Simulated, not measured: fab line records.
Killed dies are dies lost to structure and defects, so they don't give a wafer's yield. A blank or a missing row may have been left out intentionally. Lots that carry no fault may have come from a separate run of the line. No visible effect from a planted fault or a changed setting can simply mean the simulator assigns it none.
The tool behind it: which one?	flow n5-finfet	12 lots with 36 wafers sampled at 3 steps, on a route of 1938 steps

## WHAT THE GAUGES READ, wafer by wafer
N5_BEOL_M2_OVL_MEAS_29.
lot	measured	on	V1_OVL (nm)
L075	day 6 14:19	overlay-02	-0.5 -1.4 -0.9
L077	day 7 06:22	overlay-02	0.2 -2.0 -0.4
L079	day 7 19:44	overlay-02	-2.0 -0.1 0.1
L081	day 8 09:38	overlay-02	0.2 -0.6 0.0
L082	day 8 14:44	overlay-01	-0.9 -2.2 -1.1
L085	day 9 03:34	overlay-01	-1.3 -0.7 -1.3
L087	day 9 15:08	overlay-01	-0.6 -1.9 -0.5
L088	day 10 04:46	overlay-01	0.9 -1.1 -0.2
L089	day 10 17:25	overlay-02	-1.6 -0.5 -0.9
L093	day 11 03:59	overlay-01	-1.3 -1.5 -1.2
L095	day 11 17:38	overlay-02	0.0 -0.7 -0.7
L097	day 12 10:04	overlay-01	-2.1 -1.4 -2.1

## TOOL THAT RAN EACH LOT (tool first, then ch and the chambers of the sampled wafers, then the start)
lot	N5_BEOL_M1_SPUTTER_88	N5_BEOL_M2_HM_DEP_02
L075	pvd-sputter-01, day 6 09:59	pvd-sputter-03, day 6 13:00
L077	pvd-sputter-01, day 7 01:17	pvd-sputter-03, day 7 04:56
L079	pvd-sputter-02, day 7 14:14	pvd-sputter-01, day 7 18:12
L081	pvd-sputter-02, day 8 05:52	pvd-sputter-03, day 8 08:11
L082	pvd-sputter-03, day 8 11:01	pvd-sputter-03, day 8 13:11
L085	pvd-sputter-02, day 8 22:30	pvd-sputter-02, day 9 01:54
L087	pvd-sputter-03, day 9 10:20	pvd-sputter-02, day 9 13:35
L088	pvd-sputter-02, day 10 00:28	pvd-sputter-01, day 10 03:13
L089	pvd-sputter-02, day 10 13:23	pvd-sputter-03, day 10 15:59
L093	pvd-sputter-03, day 10 23:42	pvd-sputter-03, day 11 02:23
L095	pvd-sputter-01, day 11 11:23	pvd-sputter-03, day 11 16:12
L097	pvd-sputter-01, day 12 05:08	pvd-sputter-01, day 12 08:24
- N5_BEOL_M1_SPUTTER_88: material Cu, target thk 4.5 nm, time 8.29 s.
- N5_BEOL_M2_HM_DEP_02: deposits TiN, target thk 20 nm.

## THE ANSWER, worked out from the rows above alone
Rule: the lots themselves supply what counts as usual. Put in order of their means at a reading, lots are off if they are a third of the lots or fewer, leave a main group of 4 or more, and stand apart from it by a gap of 3 or more times the standard deviation of the main group's means; of several such gaps the widest counts. Not used: any main group whose means are identical at the precision the tables above print for the reading. A lot without any number at a reading at which 4 lots or more have one is off too. The other lots that the step has rows for count as sound.
None of the lots is off at any reading shown; this tells nothing.

## WHAT WAS PUT IN BY THE SIMULATOR
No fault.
